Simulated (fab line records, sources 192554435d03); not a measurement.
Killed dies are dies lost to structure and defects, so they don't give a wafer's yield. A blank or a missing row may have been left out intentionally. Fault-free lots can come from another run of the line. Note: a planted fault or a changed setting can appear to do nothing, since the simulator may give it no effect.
Chamber matching | flow n5-finfet | 4 sister chambers for N5_BEOL_M6_CMP_52 on cmp-04
The step polishes, stops on SiCOH lowk, t overpolish 6.9 s, target thk 80 nm. 8 wafers are shown with their chamber, then 10 later ones without.

EACH WAFER AND ITS CHAMBER
wafer  | chamber | motor-current-A (A) | time-to-endpoint-s (s)
L083.2 | 1       | 6.3                 | 57
L087.1 | 2       | 6.3                 | 56
L087.5 | 3       | 5.9                 | 57
L090.3 | 0       | 5.8                 | 59
L090.4 | 1       | 6.3                 | 53
L090.5 | 3       | 6.0                 | 58
L089.2 | 0       | 5.7                 | 65
L089.3 | 2       | 6.3                 | 59

WAFERS WHOSE CHAMBER IS MISSING
wafer  | motor-current-A (A) | time-to-endpoint-s (s)
L089.6 | 5.7                 | 63
L092.1 | 6.0                 | 61
L092.2 | 6.2                 | 58
L092.6 | 5.9                 | 60
L091.1 | 6.3                 | 62
L091.2 | 6.0                 | 66
L091.6 | 6.7                 | 60
L094.1 | 5.8                 | 64
L094.2 | 6.6                 | 63
L094.5 | 6.2                 | 60

THE CHAMBER EACH PASSED THROUGH
wafer  | from the rows above     | in truth
L089.6 | 0                       | 0
L092.1 | 3                       | 3
L092.2 | can't be placed: 2 or 1 | 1
L092.6 | can't be placed: 3 or 0 | 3
L091.1 | can't be placed: 2 or 1 | 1
L091.2 | can't be placed: 3 or 0 | 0
L091.6 | can't be placed: 2 or 1 | 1
L094.1 | 0                       | 0
L094.2 | can't be placed: 2 or 1 | 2
L094.5 | can't be placed: 2 or 1 | 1
Correct placement for 3 of the 10. Unplaceable from these rows: 7, with the true chamber sitting among the candidates in 7. Placed wrongly: 0.
How it was worked out, from the rows above alone: a wafer's distance from a chamber is the root of the sum, over the readings, of the square of ((its reading less the chamber's mean) divided by the reading's scatter). If the next closest chamber is less than 2 further off than the closest, the wafer can't be placed; otherwise it belongs to the closest. For every chamber, the mean is computed from those of its wafers that are shown. The scatter is the square root of a quotient: the sum, over the shown wafers, of each reading's squared deviation from its chamber's mean, divided by wafers minus chambers.
